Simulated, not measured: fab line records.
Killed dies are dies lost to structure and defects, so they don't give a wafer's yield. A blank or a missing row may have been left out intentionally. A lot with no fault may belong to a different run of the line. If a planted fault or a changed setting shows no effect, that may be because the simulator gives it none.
fab line records | flow nand_harc
[record] lots = 12 | wafers = 36 | last_day = 25
route steps=1159 shown A_STAIRCASE@560 END@1159
lots that met no fault: from a run of the same line without faults
start_h: the number of hours between the record's first day and the start of the first shown wafer of the lot | wait_h: how many hours have passed since the lot's step before this one | " as in the row above | L1.1+2: one row covering several wafers at once | - no value, or no start was given | * or withheld: withheld | < > ~ a bound
route shown NAME@n: names a module that has steps shown in the file, with the first one's number in the route | usual: average and standard deviation across the fault-free wafers | same: alike in all rows | chamber/n: place in a boat | sites: readings site by site | _std_site: standard deviation of those values | _edge_site: inner sites' mean taken away from outer sites' mean | radius_mm: for every site, how far away it sits from the centre of the wafer | mask NAME#n: copy n | behind: the most recent tool/chamber to have shaped the wafer | hold: the reason the lot was held/the length of the hold in hours/how it ended | device: transistor that didn't switch, given as n, p or np | end of line: the same wafers' tests at the end of the route | a step with no rows: only its recipe | killed: dies lost to structure and defects at the first sort, not the wafer's yield | map: a wafer's dies, x killed, . not, _ none there
set.NAME: the setting the step ran with; set.NAME@STEP: the setting that earlier step ran with | model.NAME: the simulator's own value behind a step, which no gauge read
one table for each step of the route and one row for each wafer, over a sample of lots
services: when a tool's chamber went out of use (start_h, in hours from the record's first day, below 0 if earlier), for how many hours, and the reason
[[steps]]
[step NHARC_A_STAIRCASE_ETCH_23]
[recipe] target_depth_a = 1000 | time_s = 40.5 | ion_energy_ev = 400 | c4f8_flow_sccm = 20 | o2_flow_sccm = 10 | ar_flow_sccm = withheld | rf_w = 600 | bias_w = 1000 | chemistry = C4F8/O2
[usual] oes_product_au = 0.944/0.019 | rf_vpp_V = 895/5.4
lot.wafer | tool        | chamber | start_h | wait_h | oes_product_au | rf_hours_counter_h | rf_vpp_V
L527.2    | rie_diel-11 | 0       | -       | -      | 0.942          | 15                 | 898
L527.5    | "           | 3       | "       | "      | 0.955          | -                  | 895
L527.4    | "           | 1       | "       | "      | 0.929          | -                  | 889
L526.2    | rie_diel-13 | 1       | -       | -      | 0.941          | 56                 | 894
L526.4    | "           | 3       | "       | "      | 0.951          | 48                 | 889
L526.5    | "           | 1       | "       | "      | 0.944          | -                  | 894
L528.1    | rie_diel-11 | 1       | -       | -      | 0.917          | 23                 | 889
L528.2    | "           | 3       | "       | "      | 0.941          | 23                 | 894
L528.5    | "           | 3       | "       | "      | 0.941          | -                  | 896
L530.1    | rie_diel-13 | 1       | -       | -      | 0.935          | 65                 | 893
L530.3    | "           | 0       | "       | "      | 0.971          | 64                 | 888
L530.5    | "           | 1       | "       | "      | 0.941          | -                  | 893
L532.3    | rie_diel-13 | 0       | -       | -      | 1.000          | 66                 | 885
L532.4    | "           | 3       | "       | "      | 0.974          | 60                 | 887
L532.5    | "           | 1       | "       | "      | 0.952          | -                  | 893
L533.2    | rie_diel-11 | 0       | -       | -      | 0.934          | 38                 | 897
L533.3    | "           | 1       | "       | "      | 0.901          | 39                 | 888
L533.5    | "           | 1       | "       | "      | 0.898          | -                  | 887
L536.1    | rie_diel-13 | 1       | -       | -      | 0.934          | 4                  | 892
L536.3    | "           | 2       | "       | "      | 0.935          | 3                  | 901
L536.2    | "           | 0       | "       | "      | 0.968          | 4                  | 906
L540.4    | rie_diel-11 | 3       | -       | -      | 0.946          | 45                 | 896
L540.1    | "           | 1       | "       | "      | 0.919          | 48                 | 887
L540.2    | "           | 2       | "       | "      | 0.943          | 22                 | 899
L539.4    | rie_diel-11 | 0       | -       | -      | 0.921          | 49                 | 897
L539.3    | "           | 1       | "       | "      | 0.910          | 50                 | 887
L539.5    | "           | 0       | "       | "      | 0.920          | -                  | 897
L545.3    | rie_diel-11 | 0       | -       | -      | 0.936          | 60                 | 896
L545.5    | "           | 0       | "       | "      | 0.936          | -                  | 897
L545.6    | "           | 1       | "       | "      | 0.936          | -                  | 888
L548.3    | rie_diel-10 | 2       | -       | -      | 0.958          | 5                  | 891
L548.1    | "           | 0       | "       | "      | 0.947          | 5                  | 901
L548.4    | "           | 1       | "       | "      | 0.944          | -                  | 907
L549.4    | rie_diel-11 | 1       | -       | -      | 0.944          | 5                  | 888
L549.3    | "           | 3       | "       | "      | 0.947          | 6                  | 893
L549.6    | "           | 1       | "       | "      | 0.948          | -                  | 887
[step NHARC_A_STAIRCASE_TRIM_193]
[recipe] time_s = 211.2 | o2_flow_sccm = 500 | ar_flow_sccm = 0 | bias_w = 0 | chemistry = O2
[usual] drypump_motor_current_A = 5.7/0.45 | oes_product_au = 1.004/0.014 | rf_vpp_V = 57.7/0.94 | showerhead_plenum_p_Torr = 3.53/0.17 | throttle_valve_pct = 17.035/0.0092
lot.wafer | tool        | chamber | start_h | wait_h | drypump_motor_current_A | oes_product_au | rf_hours_counter_h | rf_vpp_V | showerhead_plenum_p_Torr | throttle_valve_pct
L527.2    | rie_diel-11 | 1       | -       | -      | 5.2                     | 0.979          | 18                 | 57.7     | 3.33                     | 17.041
L527.5    | "           | 3       | "       | "      | 5.9                     | 1.007          | -                  | 59.2     | 3.50                     | 17.023
L527.4    | "           | 1       | "       | "      | 5.2                     | 0.976          | -                  | 57.2     | 3.33                     | 17.044
L526.2    | rie_diel-13 | 1       | -       | -      | 5.6                     | 0.983          | 57                 | 56.7     | 3.44                     | 17.037
L526.4    | "           | 2       | "       | "      | 5.4                     | 1.011          | 55                 | 55.6     | 3.69                     | 17.018
L526.5    | "           | 0       | "       | "      | 5.2                     | 1.040          | -                  | 56.7     | 3.28                     | 17.039
L528.1    | rie_diel-13 | 0       | -       | -      | 5.3                     | 1.048          | 63                 | 55.6     | 3.27                     | 17.043
L528.2    | "           | 1       | "       | "      | 5.5                     | 0.986          | 65                 | 57.1     | 3.44                     | 17.036
L528.5    | "           | 3       | "       | "      | 5.0                     | 1.011          | -                  | 56.8     | 3.34                     | 17.047
L530.1    | rie_diel-10 | 1       | -       | -      | 6.3                     | 1.012          | 39                 | 56.5     | 3.27                     | 17.040
L530.3    | "           | 3       | "       | "      | 6.0                     | 1.002          | 39                 | 58.4     | 3.62                     | 17.043
L530.5    | "           | 2       | "       | "      | 5.6                     | 1.013          | -                  | 56.3     | 3.43                     | 17.032
L532.3    | rie_diel-10 | 0       | -       | -      | 6.3                     | 0.999          | 9                  | 58.2     | 3.73                     | 17.052
L532.4    | "           | 2       | "       | "      | 5.6                     | 1.006          | 39                 | 57.2     | 3.42                     | 17.050
L532.5    | "           | 0       | "       | "      | 6.3                     | 0.993          | -                  | 57.8     | 3.73                     | 17.030
L533.3    | rie_diel-13 | 2       | -       | -      | 5.4                     | 1.001          | 1                  | 57.8     | 3.68                     | 17.028
L533.2    | "           | 3       | "       | "      | 4.9                     | 1.009          | 1                  | 57.1     | 3.34                     | 17.031
L533.5    | "           | 0       | "       | "      | 5.3                     | 1.030          | -                  | 58.9     | 3.81                     | 17.054
L536.3    | rie_diel-13 | 1       | -       | -      | 5.6                     | 0.982          | 5                  | 56.7     | 3.43                     | 17.037
L536.1    | "           | 2       | "       | "      | 5.4                     | 1.001          | 6                  | 57.9     | 3.68                     | 17.038
L536.2    | "           | 0       | "       | "      | 5.3                     | 1.028          | 5                  | 59.0     | 3.80                     | 17.043
L540.1    | rie_diel-13 | 1       | -       | -      | 5.6                     | 0.982          | 10                 | 57.8     | 3.43                     | 17.042
L540.4    | "           | 2       | "       | "      | 5.4                     | 0.990          | 12                 | 56.6     | 3.68                     | 17.036
L540.2    | "           | 0       | "       | "      | 5.3                     | 1.029          | 11                 | 59.6     | 3.80                     | 17.028
L539.4    | rie_diel-11 | 1       | -       | -      | 5.2                     | 0.981          | 51                 | 58.6     | 3.32                     | 17.043
L539.3    | "           | 3       | "       | "      | 5.9                     | 1.002          | 49                 | 58.6     | 3.48                     | 17.029
L539.5    | "           | 1       | "       | "      | 5.2                     | 0.979          | -                  | 57.2     | 3.32                     | 17.029
L545.3    | rie_diel-13 | 0       | -       | -      | 5.2                     | 1.016          | 27                 | 58.3     | 3.79                     | 17.045
L545.6    | "           | 1       | "       | "      | 5.6                     | 0.996          | -                  | 57.1     | 3.42                     | 17.033
L545.5    | "           | 2       | "       | "      | 5.5                     | 0.988          | -                  | 56.7     | 3.67                     | 17.024
L548.3    | rie_diel-13 | 0       | -       | -      | 5.2                     | 1.029          | 37                 | 59.8     | 3.79                     | 17.027
L548.4    | "           | 1       | "       | "      | 5.6                     | 1.007          | 39                 | 56.7     | 3.42                     | 17.039
L548.1    | "           | 3       | "       | "      | 4.9                     | 1.020          | 36                 | 58.2     | 3.32                     | 17.045
L549.4    | rie_diel-10 | 3       | -       | -      | 6.0                     | 1.019          | 8                  | 58.5     | 3.60                     | 17.047
L549.3    | "           | 1       | "       | "      | 6.3                     | 0.986          | 12                 | 57.9     | 3.80                     | 17.034
L549.6    | "           | 2       | "       | "      | 5.6                     | 1.022          | -                  | 56.9     | 3.40                     | 17.038
[step NHARC_A_STAIRCASE_ETCH_197]
[recipe] target_depth_a = 1000 | time_s = 40.5 | ion_energy_ev = 400 | c4f8_flow_sccm = 20 | o2_flow_sccm = 10 | ar_flow_sccm = withheld | rf_w = 600 | bias_w = 1000 | chemistry = C4F8/O2
[usual] oes_product_au = 0.951/0.018 | rf_vpp_V = 896/5.8
lot.wafer | tool        | chamber | start_h | wait_h | oes_product_au | rf_hours_counter_h | rf_vpp_V
L527.2    | rie_diel-10 | 1       | -       | -      | 0.932          | 27                 | 886
L527.4    | "           | 3       | "       | "      | 0.918          | -                  | 898
L527.5    | "           | 2       | "       | "      | 0.944          | -                  | 893
L526.2    | rie_diel-11 | 1       | -       | -      | 0.918          | 20                 | 888
L526.4    | "           | 3       | "       | "      | 0.949          | -                  | 896
L526.5    | "           | 0       | "       | "      | 0.947          | -                  | 898
L528.1    | rie_diel-11 | 0       | -       | -      | 0.952          | 28                 | 897
L528.2    | "           | 1       | "       | "      | 0.945          | 28                 | 889
L528.5    | "           | 3       | "       | "      | 0.938          | -                  | 895
L530.1    | rie_diel-10 | 3       | -       | -      | 0.950          | 39                 | 899
L530.3    | "           | 1       | "       | "      | 0.954          | 39                 | 886
L530.5    | "           | 2       | "       | "      | 0.955          | -                  | 892
L532.4    | rie_diel-11 | 2       | -       | -      | 0.975          | 6                  | 898
L532.3    | "           | 0       | "       | "      | 0.961          | 31                 | 898
L532.5    | "           | 2       | "       | "      | 0.975          | -                  | 899
L533.3    | rie_diel-13 | 0       | -       | -      | 0.994          | 2                  | 905
L533.2    | "           | 1       | "       | "      | 0.957          | 2                  | 893
L533.5    | "           | 3       | "       | "      | 0.967          | -                  | 890
L536.2    | rie_diel-10 | 3       | -       | -      | 0.963          | 53                 | 900
L536.1    | "           | 0       | "       | "      | 0.970          | 19                 | 904
L536.3    | "           | 1       | "       | "      | 0.977          | 53                 | 887
L540.4    | rie_diel-11 | 1       | -       | -      | 0.963          | 50                 | 888
L540.1    | "           | 2       | "       | "      | 0.968          | 23                 | 897
L540.2    | "           | 3       | "       | "      | 0.966          | 47                 | 894
L539.4    | rie_diel-11 | 2       | -       | -      | 0.947          | 25                 | 898
L539.3    | "           | 1       | "       | "      | 0.929          | 52                 | 889
L539.5    | "           | 2       | "       | "      | 0.943          | -                  | 898
L545.3    | rie_diel-11 | 0       | -       | -      | 0.965          | 61                 | 896
L545.6    | "           | 1       | "       | "      | 0.948          | -                  | 888
L545.5    | "           | 2       | "       | "      | 0.973          | -                  | 897
L548.3    | rie_diel-13 | 1       | -       | -      | 0.945          | 40                 | 893
L548.4    | "           | 2       | "       | "      | 0.917          | 39                 | 901
L548.1    | "           | 3       | "       | "      | 0.957          | 36                 | 888
L549.3    | rie_diel-10 | 2       | -       | -      | 0.953          | 12                 | 891
L549.4    | "           | 0       | "       | "      | 0.947          | 13                 | 903
L549.6    | "           | 3       | "       | "      | 0.962          | -                  | 901
[step NHARC_A_STAIRCASE_TRIM_198]
[recipe] time_s = 211.2 | o2_flow_sccm = 500 | ar_flow_sccm = 0 | bias_w = 0 | chemistry = O2
[usual] drypump_motor_current_A = 5.8/0.45 | oes_product_au = 1.002/0.014 | rf_vpp_V = 57.8/0.89 | showerhead_plenum_p_Torr = 3.52/0.16 | throttle_valve_pct = 17.037/0.0096
lot.wafer | tool        | chamber | start_h | wait_h | drypump_motor_current_A | oes_product_au | rf_hours_counter_h | rf_vpp_V | showerhead_plenum_p_Torr | throttle_valve_pct
L527.2    | rie_diel-10 | 2       | 238.29  | -      | 5.6                     | 1.003          | 25                 | 58.2     | 3.43                     | 17.051
L527.4    | "           | 1       | "       | "      | 6.3                     | 1.017          | -                  | 57.2     | 3.28                     | 17.059
L527.5    | "           | 2       | "       | "      | 5.6                     | 1.007          | -                  | 55.2     | 3.43                     | 17.037
L526.2    | rie_diel-11 | 3       | 240.05  | -      | 5.9                     | 1.006          | 20                 | 57.4     | 3.49                     | 17.028
L526.4    | "           | 0       | "       | "      | 6.1                     | 1.000          | -                  | 56.7     | 3.57                     | 17.028
L526.5    | "           | 1       | "       | "      | 5.2                     | 0.970          | -                  | 57.8     | 3.33                     | 17.021
L528.1    | rie_diel-11 | 0       | 259.27  | -      | 6.1                     | 1.002          | 28                 | 57.8     | 3.57                     | 17.062
L528.2    | "           | 1       | "       | "      | 5.2                     | 0.972          | 28                 | 57.7     | 3.33                     | 17.033
L528.5    | "           | 2       | "       | "      | 6.5                     | 0.992          | -                  | 58.8     | 3.58                     | 17.038
L530.3    | rie_diel-10 | 2       | 264.00  | -      | 5.6                     | 1.009          | 36                 | 57.8     | 3.43                     | 17.027
L530.1    | "           | 3       | "       | "      | 6.0                     | 0.998          | 39                 | 58.9     | 3.62                     | 17.044
L530.5    | "           | 1       | "       | "      | 6.3                     | 1.001          | -                  | 57.1     | 3.27                     | 17.041
L532.3    | rie_diel-11 | 3       | 274.63  | -      | 5.9                     | 1.002          | 30                 | 57.6     | 3.49                     | 17.025
L532.4    | "           | 0       | "       | "      | 6.1                     | 1.004          | 31                 | 56.6     | 3.57                     | 17.046
L532.5    | "           | 0       | "       | "      | 6.1                     | 0.993          | -                  | 59.3     | 3.57                     | 17.035
L533.3    | rie_diel-13 | 0       | 289.95  | -      | 5.2                     | 1.015          | 2                  | 59.5     | 3.81                     | 17.037
L533.2    | "           | 2       | "       | "      | 5.4                     | 0.983          | 1                  | 58.9     | 3.68                     | 17.047
L533.5    | "           | 3       | "       | "      | 4.9                     | 1.013          | -                  | 57.3     | 3.34                     | 17.035
L536.1    | rie_diel-10 | 0       | 298.63  | -      | 6.2                     | 1.009          | 19                 | 58.1     | 3.72                     | 17.040
L536.2    | "           | 1       | "       | "      | 6.3                     | 1.001          | 53                 | 56.1     | 3.26                     | 17.045
L536.3    | "           | 2       | "       | "      | 5.6                     | 1.016          | 51                 | 57.2     | 3.42                     | 17.044
L540.1    | rie_diel-11 | 3       | 318.61  | -      | 5.9                     | 1.010          | 47                 | 58.3     | 3.48                     | 17.041
L540.2    | "           | 1       | "       | "      | 5.2                     | 0.984          | 50                 | 56.6     | 3.32                     | 17.036
L540.4    | "           | 2       | "       | "      | 6.5                     | 0.991          | 23                 | 57.8     | 3.57                     | 17.049
L539.4    | rie_diel-11 | 2       | 324.99  | -      | 6.5                     | 0.993          | 25                 | 57.9     | 3.57                     | 17.045
L539.3    | "           | 3       | "       | "      | 5.9                     | 1.007          | 49                 | 58.0     | 3.48                     | 17.032
L539.5    | "           | 3       | "       | "      | 5.9                     | 1.193          | -                  | 56.6     | 3.48                     | 17.033
L545.3    | rie_diel-11 | 3       | 352.40  | -      | 5.9                     | 1.005          | 61                 | 57.7     | 3.47                     | 17.048
L545.6    | "           | 3       | "       | "      | 5.9                     | 1.006          | -                  | 57.9     | 3.47                     | 17.034
L545.5    | "           | 0       | "       | "      | 6.0                     | 1.180          | -                  | 58.4     | 3.55                     | 17.044
L548.4    | rie_diel-13 | 3       | 381.97  | -      | 5.0                     | 1.015          | 36                 | 59.2     | 3.32                     | 17.031
L548.3    | "           | 1       | "       | "      | 5.6                     | 0.994          | 40                 | 55.8     | 3.42                     | 17.054
L548.1    | "           | 2       | "       | "      | 5.5                     | 0.986          | 39                 | 58.0     | 3.66                     | 17.045
L549.3    | rie_diel-10 | 0       | 393.92  | -      | 6.2                     | 1.001          | 13                 | 58.7     | 3.71                     | 17.021
L549.4    | "           | 1       | "       | "      | 6.3                     | 0.991          | 12                 | 58.9     | 3.80                     | 17.034
L549.6    | "           | 3       | "       | "      | 6.0                     | 1.015          | -                  | 58.9     | 3.60                     | 17.039
[step NHARC_END_SORT_01]
[recipe] temp_c = 25
[usual] killed_at_array = 27/10 | killed_at_other = 0.6/0.83 | killed_at_periphery = 2.4/1.8 | killed_dies = 30/10 | killed_open = 3.3/1.7 | killed_short = 1.8/1.4
[same] gross_dies = 677
lot.wafer | tool      | chamber | start_h | wait_h | killed_at_array | killed_at_other | killed_at_periphery | killed_dies | killed_open | killed_short
L539.5    | prober-02 | 0       | 512.33  | 3.7    | 25              | 0               | 2                   | 27          | 1           | 0
L545.5    | prober-01 | 0       | 554.88  | 3.7    | 48              | 1               | 2                   | 51          | 4           | 1
// killed by level:class
L539.5 A_CHANNEL_HOLE_D1:chamber_film_flake=16 A_CONTACT:chamber_film_flake=8 P_M1:geometric_particle:open=1 P_ZERO_WELL:chamber_film_flake=1 A_STAIRCASE:area_trim=1
L545.5 A_CHANNEL_HOLE_D1:chamber_film_flake=18 A_SLIT:chamber_film_flake=16 A_STAIRCASE:area_trim=8 P_GATE:geometric_particle:open=1 A_CHANNEL_HOLE_D1:geometric_particle:short=1 A_CHANNEL_HOLE_D1:geometric_particle:open=1 A_CONTACT:geometric_particle:open=1 STARTING-WAFER:geometric_particle:open=1
[[services]]
tool        | chamber | start_h | hours | kind
rie_diel-13 | 3       | 214.06  | 10.1  | repair
rie_diel-11 | 0       | 223.21  | -     | clean
rie_diel-11 | 1       | 223.21  | -     | clean
rie_diel-11 | 2       | 223.21  | -     | clean
rie_diel-11 | 3       | 223.21  | -     | clean
rie_diel-11 | -       | 237.80  | 0.4   | repair
rie_diel-11 | 0       | 247.79  | -     | clean
rie_diel-11 | 1       | 247.79  | -     | clean
rie_diel-11 | 2       | 247.79  | -     | clean
rie_diel-11 | 3       | 247.79  | -     | clean
rie_diel-11 | 0       | 272.29  | -     | clean
rie_diel-11 | 1       | 272.29  | -     | clean
rie_diel-11 | 2       | 272.29  | -     | clean
rie_diel-11 | 3       | 272.29  | -     | clean
rie_diel-13 | -       | 276.00  | 9.0   | pm
rie_diel-11 | 0       | 296.81  | -     | clean
rie_diel-11 | 1       | 296.81  | -     | clean
rie_diel-11 | 2       | 296.81  | -     | clean
rie_diel-11 | 3       | 296.81  | -     | clean
rie_diel-11 | 0       | 321.31  | -     | clean
rie_diel-10 | 2       | 344.04  | 9.2   | repair
rie_diel-10 | -       | 353.50  | 9.0   | pm
rie_diel-11 | -       | 366.65  | 9.0   | pm
rie_diel-10 | 3       | 373.61  | 6.9   | repair
[[key]]
[first_sign] step = NHARC_A_STAIRCASE_TRIM_198 | reading = oes_product_au | direction = up | sigmas = 13 | usual = 1.002 | struck = 1.186
effect none on later readings
met_at NHARC_A_STAIRCASE_TRIM_198
struck_lots L539,L545
struck_wafers L539.5,L545.5
tester_left_out L539,L545
not_acting_at NHARC_A_STAIRCASE_ETCH_23,NHARC_A_STAIRCASE_TRIM_193,NHARC_A_STAIRCASE_ETCH_197
onset_between 318.61 324.99
[fault] kind = process_parameter_drift | tool = rie_diel-11 | chamber = - | onset_h = 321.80 | steps = NHARC_A_STAIRCASE_TRIM_198 | channel = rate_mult | offset = 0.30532 | shape = step | end_h = 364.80 | scope = struck_wafers_only
// tester_left_out: of these lots the tester's yield and bins aren't shown, on N5 and GAA mostly nor the transistor test; their killed dies are dies lost to structure and defects alone, not to doping, threshold or leakage, so they don't give the yield
